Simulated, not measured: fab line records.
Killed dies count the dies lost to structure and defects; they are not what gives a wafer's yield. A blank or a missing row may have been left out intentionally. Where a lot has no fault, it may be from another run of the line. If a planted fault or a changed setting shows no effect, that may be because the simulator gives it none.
Chamber matching || flow n5_finfet || N5_BEOL_M1_PRE_CLEAN_60 on cvd_co-01 has 3 sister chambers
The step time 15 s. 5 wafers are shown with their chamber, then 6 later ones without.

## WAFERS WITH THEIR CHAMBER
{"wafer": "L450.4", "chamber": 0, "heater_power_w (W)": 76}
{"wafer": "L458.3", "chamber": 2, "heater_power_w (W)": 68}
{"wafer": "L458.5", "chamber": 2, "heater_power_w (W)": 70}
{"wafer": "L461.1", "chamber": 1, "heater_power_w (W)": 117}
{"wafer": "L461.4", "chamber": 1, "heater_power_w (W)": 117}

## WAFERS WHOSE CHAMBER IS MISSING
{"wafer": "L461.5", "heater_power_w (W)": 75}
{"wafer": "L463.3", "heater_power_w (W)": 75}
{"wafer": "L463.6", "heater_power_w (W)": 70}
{"wafer": "L470.1", "heater_power_w (W)": 76}
{"wafer": "L470.2", "heater_power_w (W)": 65}
{"wafer": "L470.3", "heater_power_w (W)": 121}

## EACH ONE'S CHAMBER
{"wafer": "L461.5", "from the rows above": 0, "in truth": 0}
{"wafer": "L463.3", "from the rows above": 0, "in truth": 0}
{"wafer": "L463.6", "from the rows above": 2, "in truth": 2}
{"wafer": "L470.1", "from the rows above": 0, "in truth": 0}
{"wafer": "L470.2", "from the rows above": 2, "in truth": 2}
{"wafer": "L470.3", "from the rows above": 1, "in truth": 1}
Correct placement for 6 of the 6. From these rows, 0 cannot be placed. Wrongly placed: 0.
How it was worked out, from the rows above alone: a wafer's distance from a chamber is the root of the sum, over the readings, of the square of ((its reading less the chamber's mean) divided by the reading's scatter). The wafer belongs to the nearest chamber; if the next one is less than 2 further off, it can't be placed. A chamber's mean is the mean of its shown wafers. How the scatter is found: for the shown wafers, subtract from each reading the mean of its chamber, square and add these, divide the total by (wafers less chambers), then take the root.
